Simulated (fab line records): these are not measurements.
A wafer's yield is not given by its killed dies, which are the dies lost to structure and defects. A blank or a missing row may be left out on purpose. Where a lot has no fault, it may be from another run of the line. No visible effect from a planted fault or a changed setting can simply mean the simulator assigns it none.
Matching of chambers || flow n5_finfet || rie_diel-04 running N5_FIN_CUT_ETCH_30: 4 sister chambers
The step etches underlayer in N2/H2, target depth 13 nm, time 10.4 s. 4 wafers are shown with their chamber, then 9 later ones without.

## WAFERS PAIRED WITH THEIR CHAMBERS
{"wafer": "L089.1", "chamber": 3, "showerhead_plenum_p_Torr (Torr)": 2.42}
{"wafer": "L090.3", "chamber": 1, "showerhead_plenum_p_Torr (Torr)": 2.48}
{"wafer": "L090.5", "chamber": 0, "showerhead_plenum_p_Torr (Torr)": 2.62}
{"wafer": "L090.6", "chamber": 2, "showerhead_plenum_p_Torr (Torr)": 2.62}

## WAFERS WHOSE CHAMBER IS MISSING
{"wafer": "L093.1", "showerhead_plenum_p_Torr (Torr)": 2.41}
{"wafer": "L093.3", "showerhead_plenum_p_Torr (Torr)": 2.48}
{"wafer": "L093.6", "showerhead_plenum_p_Torr (Torr)": 2.48}
{"wafer": "L094.2", "showerhead_plenum_p_Torr (Torr)": 2.61}
{"wafer": "L094.3", "showerhead_plenum_p_Torr (Torr)": 2.48}
{"wafer": "L094.5", "showerhead_plenum_p_Torr (Torr)": 2.61}
{"wafer": "L097.1", "showerhead_plenum_p_Torr (Torr)": 2.41}
{"wafer": "L097.2", "showerhead_plenum_p_Torr (Torr)": 2.48}
{"wafer": "L097.3", "showerhead_plenum_p_Torr (Torr)": 2.61}

## WHICH CHAMBER EACH ONE RAN IN
{"wafer": "L093.1", "from the rows above": 3, "in truth": 3}
{"wafer": "L093.3", "from the rows above": 1, "in truth": 1}
{"wafer": "L093.6", "from the rows above": 1, "in truth": 1}
{"wafer": "L094.2", "from the rows above": "can't be placed: 0 or 2", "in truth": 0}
{"wafer": "L094.3", "from the rows above": 1, "in truth": 1}
{"wafer": "L094.5", "from the rows above": "can't be placed: 0 or 2", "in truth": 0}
{"wafer": "L097.1", "from the rows above": 3, "in truth": 3}
{"wafer": "L097.2", "from the rows above": 1, "in truth": 1}
{"wafer": "L097.3", "from the rows above": "can't be placed: 0 or 2", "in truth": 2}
Correctly placed: 6 of 9. These rows do not allow placing 3 (true chamber among the candidates in 3). Number placed wrongly: 0.
How it was worked out, from the rows above alone: a wafer's distance from a chamber is the root of the sum, over the readings, of the square of ((its reading less the chamber's mean) divided by the reading's scatter). If the next closest chamber is less than 2 further off than the closest, the wafer can't be placed; otherwise it belongs to the closest. A chamber's mean is the mean of its shown wafers. The scatter (one wafer shown for each chamber): square how far every hidden wafer sits from the nearest shown wafer, average those squares and take the square root.
